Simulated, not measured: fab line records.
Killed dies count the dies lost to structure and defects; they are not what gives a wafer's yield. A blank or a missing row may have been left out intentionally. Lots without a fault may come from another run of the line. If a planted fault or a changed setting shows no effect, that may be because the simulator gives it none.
A single fault, viewed from 2 desks | flow n5_finfet | numbers are kept per desk, each desk with only its own; the story behind them comes last

== THE TOOL OWNER'S DESK: rie_si-02 ==
The tool's own readings at N5_PMOS_HMC_CHANNEL_EPI_FIN_RECESS_16 (chemistry HBr/Cl2, target Si, target depth 54 nm, time 18 s): means of the sampled wafers that have a number, for each lot that ran on this tool. The brackets show how far a lot's mean lies from the usual mean; more than 4 standard deviations puts the lot out of limits, marked OUT.
Columns: A = HBr_flow_sccm at N5_PMOS_HMC_CHANNEL_EPI_FIN_RECESS_16, usual 150.0 sccm; B = drypump_motor_current_A at N5_PMOS_HMC_CHANNEL_EPI_FIN_RECESS_16, usual 5.7 A; C = oes_product_au at N5_PMOS_HMC_CHANNEL_EPI_FIN_RECESS_16, usual 1.000 a.u.; D = throttle_valve_pct at N5_PMOS_HMC_CHANNEL_EPI_FIN_RECESS_16, usual 35.28 %
lot  | first seen here | A     | B   | C     | D
L433 | day 2 12:22     | 149.6 | 5.2 | 1.002 | 35.44
L435 | day 2 23:49     | 150.1 | 5.4 | 1.009 | 35.17
L440 | day 4 06:16     | 150.1 | 5.4 | 0.994 | 35.22
L444 | day 5 06:00     | 150.2 | 5.6 | 1.027 | 35.06
Result from this desk: across the 4 lots, nothing is out of limits.

== METROLOGY DESK ==
What the gauges read for every lot (on any tool): the sampled wafers with a number, averaged. The brackets show how far a lot's mean lies from the usual mean; more than 4 standard deviations puts the lot out of limits, marked OUT. Of its 13 readings 7 are shown: those that lie furthest out on some lot.
Columns: A = cd_nm at N5_PMOS_HMC_CHANNEL_EPI_CD_MEAS_09, usual 237.3 nm; B = HMC_CMP_THK at N5_PMOS_HMC_CHANNEL_EPI_THK_MEAS_22, usual 54.1 nm; C = CJ_P at N5_BEOL_M4_RC_MEAS_101, usual 5.78; D = IOFF_N at N5_BEOL_M4_RC_MEAS_101, usual 0.155 nA/um; E = ION_P at N5_BEOL_M4_RC_MEAS_101, usual 462 uA/um; F = SS_P at N5_BEOL_M4_RC_MEAS_101, usual 73.3 mV/dec; G = VT_P at N5_BEOL_M4_RC_MEAS_101, usual -249.8 mV
lot  | first seen here | A     | B    | C    | D     | E   | F    | G
L433 | day 2 11:35     | 237.6 | 54.8 | 5.64 | 0.141 | 463 | 72.5 | -248.3
L435 | day 2 23:16     | 238.5 | 54.4 | 5.74 | 0.157 | 463 | 73.3 | -251.5
L437 | day 3 11:25     | 237.3 | 53.7 | 5.89 | 0.172 | 460 | 73.5 | -249.0
L440 | day 4 05:43     | 236.2 | 52.6 | 6.00 | 0.157 | 464 | 73.2 | -248.6
L444 | day 5 05:25     | 237.3 | 53.6 | 5.91 | 0.149 | 466 | 72.9 | -245.4
L448 | day 6 05:34     | 235.5 | 53.9 | 5.86 | 0.160 | 461 | 73.5 | -249.2
L450 | day 6 17:46     | 236.7 | 53.6 | 5.84 | 0.183 | 472 | 73.3 | -247.3
L451 | day 6 23:02     | 236.2 | 53.5 | 5.92 | 0.158 | 469 | 73.0 | -246.8
L453 | day 7 11:36     | 238.2 | 53.8 | 5.88 | 0.176 | 464 | 73.4 | -247.5
Result from this desk: across the 9 lots, nothing is out of limits.

== BROUGHT TOGETHER ==
Nothing out of limits was seen by the tool owner's desk.
Nothing out of limits was seen by the metrology desk.

== WHAT THE SIMULATOR HAD INSERTED ==
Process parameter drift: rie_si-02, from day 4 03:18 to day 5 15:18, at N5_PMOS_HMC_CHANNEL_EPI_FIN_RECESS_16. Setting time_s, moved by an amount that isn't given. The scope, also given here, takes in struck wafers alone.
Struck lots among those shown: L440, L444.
